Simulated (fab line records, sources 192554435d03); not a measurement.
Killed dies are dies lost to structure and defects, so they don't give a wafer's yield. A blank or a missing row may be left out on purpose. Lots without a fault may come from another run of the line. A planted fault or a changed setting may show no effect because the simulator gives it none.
A struck lot beside a sound one | flow n5_finfet | 18 steps out of a route of 1938
Sound: wafers L286.2, L286.3, L286.5. Struck: wafers L300.3, L300.4, L300.5. The cause comes at the end.
At each step with rows: each side's tool, then ch and its chambers, then its first start. Under that, the readings that differ: sound wafers | struck wafers | difference of the means | sigmas: that difference in standard deviations of wafers without a fault.
alike: readings whose means differ by less than 2 such deviations, and words and numbers that are the same on both sides. not compared: withheld readings, readings that some wafer has no value for, bounds like >300 that may hide the same value, and numbers for which the record gives no deviation and whose values overlap.
The two part at a step that has a row with sigmas, a row that says differs or no value, or rows on one side only. Numbers that don't overlap but have no deviation are shown without sigmas and don't part them. A reading that every wafer of one side lacks parts them only if that side has two wafers or more.

first, 9 steps without rows for these wafers: N5_BEOL_M11_DESCUM_16 (chemistry O2, time 7.9 s); N5_BEOL_M11_ETCH_61 (etches SiARC in CF4, target depth 39 nm, time 65 s); N5_BEOL_M11_ETCH_62 (etches SOC in N2/H2, target depth 110 nm, overetch 22 nm, time 165 s); N5_BEOL_M11_STRIP_68 (strips in N2/H2); N5_BEOL_M11_STRIP_67 (strips in CF4); N5_BEOL_M11_HM_OPEN_17 (chemistry Cl2/BCl3, target TiN, target depth 20 nm, overetch 6 nm); N5_BEOL_M11_STRIP_19 (strips in O2); N5_BEOL_M11_COAT_63 (time 60 s, resist thk 100 nm); N5_BEOL_M11_COAT_64 (time 60 s, resist thk 30 nm).
N5_BEOL_M11_COAT_22: resist thk 90 nm.
  sound on litho_track-05 ch 0, day 12 10:45; struck on litho_track-05 ch 0, day 17 10:16
  reading                                       | sound                | struck               | difference | sigmas
  spin_speed_rpm (rpm)                          | 1499.9 1501.2 1501.0 | 1306.0 1304.7 1304.7 | -195.6     | -99 or more
  model.CAR-ArF_of_BEOL_M11_COAT_22.thk_nm (nm) | 90.4 90.4 90.4       | 96.4 96.8 96.2       | +6.1       |
  alike: chill_plate_temp_C
then, 6 steps without rows for these wafers: N5_BEOL_M11_EBR_24; N5_BEOL_M11_SOFTBAKE_23 (time 60 s); N5_BEOL_M11_EXPOSE_25 (exposes mask V10); N5_BEOL_M11_PEB_26 (peb time 60 s); N5_BEOL_M11_DEVELOP_27 (develop time 30 s); N5_BEOL_M11_DESCUM_33 (chemistry O2, time 7.9 s).
N5_BEOL_M11_ETCH_65: etches SiARC in CF4, target depth 39 nm, time 65 s.
  sound on rie_diel-02 ch 1,2,3, day 12 11:16; struck on rie_diel-03 ch 0,2,3, day 17 10:46
  reading                                       | sound          | struck       | difference | sigmas
  model.CAR-ArF_of_BEOL_M11_COAT_22.thk_nm (nm) | 55.8 55.8 55.8 | 62 62.4 61.8 | +6         |
  alike: chamber_pressure_mTorr, drypump_motor_current_A, etch_rf_on_time_s, oes_product_au, rf_vpp_V, showerhead_plenum_p_Torr, throttle_valve_pct
  not compared: rf_hours_counter_h
then, 1 step without rows for these wafers: N5_BEOL_M11_ETCH_66 (etches SOC in N2/H2, target depth 120 nm, overetch 24 nm, time 180 s).

WHERE THEY PART
Only at N5_BEOL_M11_COAT_22, within this record. Later steps at which nothing parts them and some readings are alike: N5_BEOL_M11_ETCH_65.

WHY: what the simulator had put in
Process parameter drift: litho_track-05, from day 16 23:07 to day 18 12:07, at N5_BEOL_M11_COAT_22. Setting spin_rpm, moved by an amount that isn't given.
